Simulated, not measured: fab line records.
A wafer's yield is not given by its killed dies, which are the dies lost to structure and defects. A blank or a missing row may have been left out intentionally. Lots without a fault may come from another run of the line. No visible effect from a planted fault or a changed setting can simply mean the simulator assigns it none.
The same fault as seen by 2 desks	flow nand_harc	only its own numbers are on each desk; what lay behind them is given at the end

## METROLOGY DESK
Means of the sampled wafers that have a number, per lot and without regard to the tool the lot ran on: this is what the gauges read. If a lot's mean is further than 4 standard deviations from the usual mean, the lot is out of limits and carries the mark OUT (the distance appears in the brackets).
Columns: A = thk_nm at NHARC_A_ONON_D2_THK_MEAS_05, usual 1000 nm; B = thk_nm at NHARC_A_ONON_D2_THK_MEAS_21, usual 1003 nm
lot	first seen here	A	B
L323	day 12 13:04	1014	1012
L324	day 12 20:02	993	987
L326	day 13 17:53	991	1000
L327	day 14 07:56	981	985
L328	day 14 07:56	1014	1008
L329	day 14 20:25	1013	1009
L331	day 15 18:35	989	991
L330	day 15 18:39	989	1015
L332	day 16 04:30	998	1019
L333	day 16 11:07	994	988
L334	day 16 23:21	998	1009
L338	day 18 08:33	1003	1534 (+48) OUT
L336	day 18 14:12	1007	1544 (+49) OUT
L346	day 21 10:02	1010	1006
This desk's finding: out of limits on L336, L338; first on L338, day 18 18:11 (thk_nm at NHARC_A_ONON_D2_THK_MEAS_21). Within limits: L323, L324, L326, L327, L328, L329, L331, L330, L332, L333, L334, L346.

## THE DEFECT DESK
What the inspections along the route counted, lot by lot: means of the sampled wafers that have a number. If a lot's mean is further than 4 standard deviations from the usual mean, the lot is out of limits and carries the mark OUT (the distance appears in the brackets).
Columns: A = raw_defect_count at NHARC_A_CHANNEL_FILL_D1_INSPECT_13, usual 290; B = raw_defect_count at NHARC_A_DECK1_JOINT_INSPECT_05, usual 295
lot	first seen here	A	B
L323	day 10 22:16	270	224
L324	day 11 11:55	469	283
L326	day 12 02:52	247	302
L327	day 12 16:34	455	386
L328	day 12 16:35	189	468
L329	day 13 03:55	302	396
L330	day 14 06:45	282	329
L331	day 14 06:45	313	207
L332	day 14 15:31	308	382
L333	day 14 23:08	268	507
L334	day 15 11:43	206	517
L338	day 16 17:22	304	404
L336	day 17 00:09	281	271
L346	day 20 01:20	442	189
This desk found nothing out of limits on any of the 14 lots.

## TAKEN TOGETHER
On L336, L338, the metrology desk was in a position to raise an alarm at day 18 18:11.
Nothing the defect desk looked at was out of limits.
The defect desk has L336, L338 on record, within its limits.
The lots listed all ran NHARC_A_ONON_D2_DEP_19 on pecvd_onon-02.

## WHAT WAS PUT IN BY THE SIMULATOR
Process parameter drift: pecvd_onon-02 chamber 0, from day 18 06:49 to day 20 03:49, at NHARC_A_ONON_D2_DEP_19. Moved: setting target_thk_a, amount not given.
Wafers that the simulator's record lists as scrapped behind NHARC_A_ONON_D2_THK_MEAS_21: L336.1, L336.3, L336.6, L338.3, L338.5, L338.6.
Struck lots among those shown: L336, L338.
Delay in hours, fault start to first out-of-limits reading, per desk: metrology desk 11.
